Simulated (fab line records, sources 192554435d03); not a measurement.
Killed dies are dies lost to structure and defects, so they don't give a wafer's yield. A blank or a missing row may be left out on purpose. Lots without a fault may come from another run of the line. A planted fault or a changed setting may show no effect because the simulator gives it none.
One fault seen from 2 desks | flow n5_finfet | each desk has only its own numbers; what lay behind them comes last

THE METROLOGY DESK
What the gauges read, lot by lot, whatever tool the lot ran on: means of the sampled wafers that have a number. A lot is out of limits, marked OUT, if its mean lies more than 4 standard deviations from the usual mean; the brackets give that distance. Of its 10 readings 7 are shown: those that lie furthest out on some lot.
Columns: A = DIBL_N at N5_BEOL_M4_RC_MEAS_101, usual 36.3 mV/V; B = ION_N at N5_BEOL_M4_RC_MEAS_101, usual 676 uA/um; C = ION_P at N5_BEOL_M4_RC_MEAS_101, usual 463 uA/um; D = SS_N at N5_BEOL_M4_RC_MEAS_101, usual 71.4 mV/dec; E = SS_P at N5_BEOL_M4_RC_MEAS_101, usual 73.3 mV/dec; F = VT_N at N5_BEOL_M4_RC_MEAS_101, usual 249.3 mV; G = VT_P at N5_BEOL_M4_RC_MEAS_101, usual -250.1 mV
lot  | first seen here | A    | B   | C   | D    | E    | F     | G
L361 | day 8 18:29     | 35.3 | 674 | 460 | 71.3 | 72.7 | 249.8 | -250.3
L365 | day 9 13:05     | 38.2 | 672 | 466 | 71.6 | 73.4 | 251.9 | -250.3
L366 | day 9 22:33     | 36.5 | 672 | 466 | 70.9 | 73.0 | 249.2 | -249.6
L367 | day 10 01:46    | 35.5 | 679 | 462 | 70.7 | 73.3 | 249.2 | -250.3
L368 | day 10 06:29    | 34.6 | 687 | 467 | 71.4 | 72.8 | 249.3 | -251.4
L373 | day 11 09:58    | 36.3 | 680 | 469 | 71.6 | 73.8 | 245.9 | -246.6
L375 | day 12 01:35    | 37.2 | 677 | 460 | 71.5 | 73.5 | 248.3 | -249.6
L377 | day 12 19:37    | 36.1 | 675 | 465 | 70.5 | 72.9 | 247.6 | -249.3
L381 | day 13 20:19    | 36.7 | 683 | 469 | 71.9 | 73.9 | 248.8 | -248.5
This desk's finding: nothing out of limits on any of the 9 lots.

THE TOOL OWNER'S DESK: litho_track-02
The tool's own readings at N5_SD_EPI_N_COAT_32 (time 60 s, resist thk 350 nm): means of the sampled wafers that have a number, for each lot that ran on this tool. A lot is out of limits, marked OUT, if its mean lies more than 4 standard deviations from the usual mean; the brackets give that distance.
Columns: A = heater_power_total_W at N5_SD_EPI_N_COAT_32, usual 500.4 W; B = spin_speed_rpm at N5_SD_EPI_N_COAT_32, usual 1499.9 rpm
lot  | first seen here | A     | B
L367 | day 5 01:32     | 499.5 | 1499.6
L373 | day 6 16:53     | 500.6 | 1502.3
L375 | day 7 00:36     | 501.5 | 1431.3 (-62) OUT
L377 | day 7 17:28     | 501.6 | 1430.4 (-63) OUT
This desk's finding: out of limits on L375, L377; first on L375, day 7 00:36 (spin_speed_rpm at N5_SD_EPI_N_COAT_32). In limits: L367, L373.

PUT TOGETHER
The tool owner's desk could have raised an alarm at day 7 00:36, on L375, L377.
The metrology desk saw nothing out of limits.
The metrology desk has L375, L377 on record, within its limits.
Of the lots named, all ran N5_SD_EPI_N_COAT_32 on litho_track-02.

WHAT THE SIMULATOR HAD PUT IN
Process parameter drift: litho_track-02, from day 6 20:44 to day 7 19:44, at N5_SD_EPI_N_COAT_32. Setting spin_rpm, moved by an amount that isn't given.
Lots struck among those shown: L375, L377.
Hours from the fault's start to each desk's first reading out of limits: the tool owner's desk, 4.
